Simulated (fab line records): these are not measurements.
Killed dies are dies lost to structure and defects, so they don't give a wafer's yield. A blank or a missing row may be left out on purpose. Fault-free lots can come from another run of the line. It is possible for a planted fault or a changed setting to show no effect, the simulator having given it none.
The same fault as seen by 2 desks + flow nand_harc + each desk holds nothing but its own numbers, with what lay behind them at the end

## FROM THE METROLOGY DESK
Means of the sampled wafers that have a number, per lot and without regard to the tool the lot ran on: this is what the gauges read. Any lot whose mean is over 4 standard deviations away from the usual mean is out of limits and marked OUT; that distance is given in the brackets.
Columns: A = cd_nm at NHARC_A_BONDPAD_CD_MEAS_13, usual 500.5 nm; B = overlay_x_nm at NHARC_HYBRID_BOND_OVL_MEAS_05, usual -2 nm; C = overlay_y_nm at NHARC_HYBRID_BOND_OVL_MEAS_05, usual -7 nm
| lot  | first seen here | A     | B   | C   |
|------|-----------------|-------|-----|-----|
| L323 | day 23 08:46    | 500.4 | -3  | 12  |
| L324 | day 23 10:28    | 501.4 | 8   | 6   |
| L325 | day 24 02:35    | 497.3 | -13 | -13 |
| L327 | day 24 08:04    | 498.7 | -7  | 24  |
| L328 | day 25 00:15    | 501.6 | 14  | -2  |
| L335 | day 28 04:19    | 501.2 | 45  | -40 |
| L339 | day 29 21:42    | 498.8 | 15  | -5  |
| L340 | day 30 08:34    | 500.7 | -11 | -1  |
| L341 | day 30 20:27    | 500.6 | -6  | -28 |
| L343 | day 30 23:14    | 502.3 | 2   | 12  |
| L342 | day 31 06:00    | 503.2 | -23 | -13 |
| L344 | day 32 03:30    | 502.2 | -2  | 22  |
| L346 | day 33 05:15    | 499.8 | -7  | -23 |
This desk found nothing out of limits on any of the 13 lots.

## AT THE TOOL OWNER'S DESK: rie_diel-03
The tool's own readings at NHARC_THIN_TSV_ETCHBACK_48 (etches the open film in C4F8/Ar, target depth 1028.5 nm, time 405.17 s): means of the sampled wafers that have a number, for each lot that ran on this tool. Any lot whose mean is over 4 standard deviations away from the usual mean is out of limits and marked OUT; that distance is given in the brackets.
Columns: A = oes_product_au at NHARC_THIN_TSV_ETCHBACK_48, usual 0.96 a.u.; B = rf_fwd_power_W at NHARC_THIN_TSV_ETCHBACK_48, usual 599.1 W; C = rf_vpp_V at NHARC_THIN_TSV_ETCHBACK_48, usual 546 V; D = run_length_s at NHARC_THIN_TSV_ETCHBACK_48, usual 426.5 s
| lot  | first seen here | A    | B     | C   | D                       |
|------|-----------------|------|-------|-----|-------------------------|
| L323 | day 24 01:52    | 0.92 | 600.0 | 548 | 426.2                   |
| L328 | day 25 17:17    | 0.92 | 600.1 | 549 | 426.4                   |
| L335 | day 28 23:17    | 0.92 | 598.8 | 550 | 255.8 (-99 or more) OUT |
| L341 | day 31 13:43    | 0.92 | 600.0 | 547 | 426.3                   |
| L342 | day 32 04:56    | 0.99 | 597.4 | 546 | 426.6                   |
This desk finds L335 out of limits, L335 being first, at day 28 23:17 (run_length_s at NHARC_THIN_TSV_ETCHBACK_48). In limits: L323, L328, L341, L342.

## TAKEN TOGETHER
On L335, at day 28 23:17, an alarm was possible from the tool owner's desk.
From the metrology desk's view, nothing was out of limits.
The metrology desk holds a record of L335, inside its limits.
Every lot named ran NHARC_THIN_TSV_ETCHBACK_48 on rie_diel-03.

## WHAT THE SIMULATOR PUT IN
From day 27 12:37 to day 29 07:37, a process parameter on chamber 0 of rie_diel-03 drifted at NHARC_THIN_TSV_ETCHBACK_48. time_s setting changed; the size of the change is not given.
Struck lots among those shown: L335.
How many hours passed from the start of the fault until each desk's first out-of-limits reading: the tool owner's desk, 35.
